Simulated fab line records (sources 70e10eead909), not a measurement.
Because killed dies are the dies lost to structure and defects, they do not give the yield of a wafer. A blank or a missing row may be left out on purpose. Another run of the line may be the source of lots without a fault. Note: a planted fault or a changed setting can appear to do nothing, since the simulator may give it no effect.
Check of tool commonality -- flow nandHarc -- 13 lots and 39 wafers in the sample

REASON FOR OPENING
At NHARC_P_ZERO_WELL_CD_MEAS_52 the reading cdNm is flagged on 1 of 13 lots. No-fault wafers: 2000.3 nm, standard deviation 1.3.
Rule: a lot is flagged when every wafer of it that has a number lies more than 4 standard deviations from that mean, or none has a number. All remaining lots are regarded as sound.

lot,measured,on,"cdNm (nm), wafer by wafer",flag
L801,day 2 11:37,cdSem-02,2001.1 2000.2 1999.5,
L802,day 2 21:44,cdSem-01,2000.7 2002.5 2002.8,
L804,day 3 18:01,cdSem-02,2000.7 2000.8 2000.3,
L805,day 4 03:43,cdSem-02,1998.2 1996.8 2001.1,
L807,day 4 23:46,cdSem-03,1898.8 1899.3 1898.2,FLAGGED
L810,day 6 05:38,cdSem-01,2001.8 2001.8 2002.1,
L815,day 8 07:53,cdSem-02,1998.8 1999.4 2001.0,
L816,day 8 17:41,cdSem-02,2001.3 2000.6 2000.4,
L817,day 9 04:01,cdSem-01,2000.1 1998.4 2000.6,
L818,day 9 13:57,cdSem-02,1998.8 2000.5 2002.0,
L819,day 10 00:50,cdSem-03,2001.9 2001.6 2001.0,
L820,day 10 10:43,cdSem-02,1999.5 2000.5 2001.9,
L821,day 10 19:53,cdSem-01,2000.3 1999.9 2000.0,
The numbers of the flagged lots are 1898.8 nm on average: -101.5 nm against the usual, or -78 standard deviations.

EACH LOT AND THE TOOL IT RAN ON
The record keeps 1 process step preceding the reading, out of 1302 steps on the route. In each cell: the tool, then ch and the chambers that the sampled wafers went through, then the start.
lot,flag,NHARC_P_ZERO_WELL_EXPOSE_49
L801,,"krfScanner-03 ch 0, day 2 11:28"
L802,,"krfScanner-03 ch 0, day 2 21:34"
L804,,"krfScanner-01 ch 0, day 3 17:52"
L805,,"krfScanner-03 ch 0, day 4 03:34"
L807,FLAGGED,"krfScanner-01 ch 0, day 4 23:37"
L810,,"krfScanner-01 ch 0, day 6 05:29"
L815,,"krfScanner-01 ch 0, day 8 07:44"
L816,,"krfScanner-01 ch 0, day 8 17:32"
L817,,"krfScanner-02 ch 0, day 9 03:52"
L818,,"krfScanner-01 ch 0, day 9 13:48"
L819,,"krfScanner-01 ch 0, day 10 00:40"
L820,,"krfScanner-01 ch 0, day 10 10:34"
L821,,"krfScanner-03 ch 0, day 10 19:44"
What the steps here do:
- NHARC_P_ZERO_WELL_EXPOSE_49: exposes mask P HVPW, target cd 2000 nm.
- NHARC_P_ZERO_WELL_CD_MEAS_52: target cd 2000 nm.

FLAGGED OVER TOTAL, TOOL BY TOOL (the gauges that took the reading come last)
step,tool,lots run,flagged,share of the flagged lots,sound lots run after its first flagged lot
NHARC_P_ZERO_WELL_EXPOSE_49,krfScanner-01,8,1,all,"6 (L810,L815,L816,L818,L819,L820)"
NHARC_P_ZERO_WELL_EXPOSE_49,krfScanner-02,1,0,none,-
NHARC_P_ZERO_WELL_EXPOSE_49,krfScanner-03,4,0,none,-
NHARC_P_ZERO_WELL_CD_MEAS_52,cdSem-01,4,0,none,-
NHARC_P_ZERO_WELL_CD_MEAS_52,cdSem-02,7,0,none,-
NHARC_P_ZERO_WELL_CD_MEAS_52,cdSem-03,2,1,all,1 (L819)

THE TABLE: WHAT IT ALLOWS
In 2 table rows, all flagged lots were run: krfScanner-01 (NHARC_P_ZERO_WELL_EXPOSE_49), cdSem-03 (NHARC_P_ZERO_WELL_CD_MEAS_52).
- krfScanner-01 at NHARC_P_ZERO_WELL_EXPOSE_49 ran 8 lots, 1 of them flagged. Lots that were sound ran on it after the first flagged one (L810, L815, L816, L818, L819, L820); a persistent fault on the entire tool would not allow that.
- cdSem-03 at NHARC_P_ZERO_WELL_CD_MEAS_52 ran 2 lots, 1 of them flagged. Lots that were sound ran on it after the first flagged one (L819); a persistent fault on the entire tool would not allow that.
None of the table's rows ran every flagged lot and, after the first, no sound lot.

WHAT WAS PUT IN BY THE SIMULATOR
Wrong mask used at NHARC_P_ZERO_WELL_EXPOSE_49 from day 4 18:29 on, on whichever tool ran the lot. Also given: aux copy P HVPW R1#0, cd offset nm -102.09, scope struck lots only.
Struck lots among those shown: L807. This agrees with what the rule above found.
